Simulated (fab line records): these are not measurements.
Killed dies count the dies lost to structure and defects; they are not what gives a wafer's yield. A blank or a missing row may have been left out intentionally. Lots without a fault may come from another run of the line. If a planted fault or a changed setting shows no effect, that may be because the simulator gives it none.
A lot that was struck, set against a sound lot / flow n5Finfet / 31 out of 1938 route steps
Sound: wafers L143.1, L143.4, L143.5. Struck: wafers L156.3, L156.4, L156.5. Last of all comes the cause.
Per side, at each step with rows, come the tool, then ch with its chambers, and then its first start. Under that, the readings that differ: sound wafers / struck wafers / difference of the means / sigmas: that difference in standard deviations of wafers without a fault.
alike: a reading whose means differ by less than 2 such deviations, as well as words and numbers matching on both sides. not compared: withheld readings; readings where some wafer has no value; bounds like >300 that might hide an equal value; numbers whose values overlap and for which the record gives no deviation.
Wherever a step has rows on one side only, a row that says differs or no value, or a row with sigmas, the two part there. When numbers do not overlap yet have no deviation, they are printed without sigmas and do not part them. A reading that every wafer of one side lacks parts them only if that side has two wafers or more.

first, 4 steps without rows for these wafers: N5_FIN_SAQP_PRECLEAN_42 (cleans in O3/DIW, time 60 s); N5_FIN_SAQP_PRECLEAN_00 (cleans in SC1, time 60 s); N5_FIN_SAQP_PRECLEAN_44 (cleans in SC2, time 45 s); N5_FIN_SAQP_SRD_01 (time 30 s).
N5_FIN_SAQP_ALD_61: deposits SiO2, target thk 4 nm, pulse time 1 s, purge time 2 s.
  sound on aldSin-04 ch 0,1,2, day 4 08:34; struck on aldSin-04 ch 0,1, day 7 14:36
  alike: heaterPowerW, precursorPulseHeightRel
N5_FIN_SAQP_DENSIFY_62: time 60 s.
  sound on rtpAnneal-01 ch 0, day 4 08:46; struck on rtpAnneal-01 ch 0, day 7 14:52
  alike: lampPowerPct, wafer_temp_C_max
then, 1 step without rows for these wafers: N5_FIN_SAQP_HM_DEP_03 (deposits SiNx from SiH4/NH3/N2, target thk 38 nm, time 33.6 s).
N5_FIN_SAQP_THK_MEAS_05:
  sound on filmMetro-01 at day 4 09:04; struck on filmMetro-01 at day 7 15:07
  alike: thkNm
N5_FIN_SAQP_PECVD_47: deposits a-Si from SiH4/He, target thk 45 nm, time 36.3 s.
  sound on pecvd-01 ch 1,2, day 4 09:07; struck on pecvd-03 ch 0,1, day 7 15:10
  alike: heaterPowerW, showerheadPlenumPTorr, throttleValvePct
N5_FIN_SAQP_PECVD_48: deposits SiNx from SiH4/NH3/N2, target thk 25 nm, time 22.1 s.
  sound on pecvd-01 ch 1,2, day 4 09:09; struck on pecvd-03 ch 0,1, day 7 15:12
  alike: heaterPowerW, showerheadPlenumPTorr, throttleValvePct
then, 1 step without rows for these wafers: N5_FIN_SAQP_PECVD_06 (deposits a-Si from SiH4/He, target thk 60 nm, time 48.1 s).
N5_FIN_SAQP_THK_MEAS_07:
  sound on filmMetro-01 at day 4 09:17; struck on filmMetro-01 at day 7 15:20
  alike: thkNm
N5_FIN_SAQP_HM_DEP_72: deposits SiO2 from SiH4/N2O, target thk 12 nm, time 7.2 s.
  sound on pecvd-03 ch 1,2, day 4 09:19; struck on pecvd-04 ch 0,1, day 7 15:22
reading=model.SiO2_of_FIN_SAQP_HM_DEP_72.thkNm (nm); sound=11.67 11.94 11.71; struck=10.67 10.87 11.48; difference=-0.77; sigmas=
  alike: heaterPowerW, showerheadPlenumPTorr
then, 8 steps without rows for these wafers: N5_FIN_SAQP_COAT_49 (time 60 s, resist thk 100 nm); N5_FIN_SAQP_COAT_50 (time 60 s, resist thk 35 nm); N5_FIN_SAQP_COAT_10 (resist thk 90 nm); N5_FIN_SAQP_EBR_12; N5_FIN_SAQP_SOFTBAKE_11 (time 60 s); N5_FIN_SAQP_EXPOSE_13 (exposes mask FIN CORE, target cd 35.6 nm); N5_FIN_SAQP_PEB_14 (peb time 60 s); N5_FIN_SAQP_DEVELOP_15 (develop time 30 s).
N5_FIN_SAQP_CD_MEAS_16 targets a cd of 35.6 nm.
  sound on cdSem-02 ch 0, day 4 09:38; struck on cdSem-03 ch 0, day 7 15:49
  alike: cdNm
N5_FIN_SAQP_OVL_MEAS_17:
  sound on overlay-01 ch 0, day 4 09:40; struck on overlay-02 ch 0, day 7 15:51
  alike: FIN_CORE_OVL
N5_FIN_SAQP_INSPECT_18: inspects for defects (brightfield).
  sound on defectInspect-01 at day 4 09:42; struck on defectInspect-02 at day 7 15:52
  alike: rawDefectCount
then, 1 step without rows for these wafers: N5_FIN_SAQP_DESCUM_21 (chemistry O2, time 7.9 s).
N5_FIN_SAQP_ETCH_51: etches SiARC in CF4, target depth 45.5 nm, time 75.8 s.
  sound on rieDiel-04 ch 0,1, day 4 09:46; struck on rieDiel-05 ch 0,1, day 7 15:56
reading=oesProductAu (a.u.); sound=0.58 0.61 0.60; struck=0.81 0.62 0.81; difference=+0.15; sigmas=+3
reading=throttleValvePct (%); sound=15.58 16.03 16.02; struck=15.09 15.69 15.10; difference=-0.58; sigmas=-2
  alike: drypumpMotorCurrentA, etchRfOnTimeS, rfVppV, showerheadPlenumPTorr
  not compared: rfHoursCounterH
then, 2 steps without rows for these wafers: N5_FIN_SAQP_ETCH_52 (etches SOC in N2/H2, target depth 100 nm, overetch 20 nm, time 150 s); N5_FIN_SAQP_STRIP_53 (strips in N2/H2).
N5_FIN_SAQP_HM_OPEN_73: chemistry CHF3/O2, target SiO2, stops on a-Si, target depth 12 nm, time 16.8 s.
  sound on rieDiel-04 ch 0,1, day 4 09:56; struck on rieDiel-05 ch 0,1, day 7 16:07
reading=oes_o_777_au (a.u.); sound=0.69 0.70 0.70; struck=0.93 0.73 0.94; difference=+0.17; sigmas=+2
reading=oesProductAu (a.u.); sound=0.41 0.42 0.42; struck=0.54 0.44 0.56; difference=+0.10; sigmas=+2
reading=throttleValvePct (%); sound=18.72 19.19 19.20; struck=18.31 18.92 18.34; difference=-0.51; sigmas=-2
reading=model.etch.depthNm (nm); sound=11.67 11.94 11.71; struck=10.67 10.87 11.48; difference=-0.77; sigmas=
  alike: drypumpMotorCurrentA, rfVppV, showerheadPlenumPTorr
  not compared: rfHoursCounterH
then, 1 step without rows for these wafers: N5_FIN_SAQP_STRIP_74 (strips in CHF3/O2).
N5_PASSIVATION_PROBE_49:
  the record holds rows for the sound wafers here (prober-01, day 14 08:31) but none for the struck ones

WHERE THEY PART
First at N5_FIN_SAQP_ETCH_51; last, within this record, at N5_PASSIVATION_PROBE_49.

WHY: the cause the simulator had injected
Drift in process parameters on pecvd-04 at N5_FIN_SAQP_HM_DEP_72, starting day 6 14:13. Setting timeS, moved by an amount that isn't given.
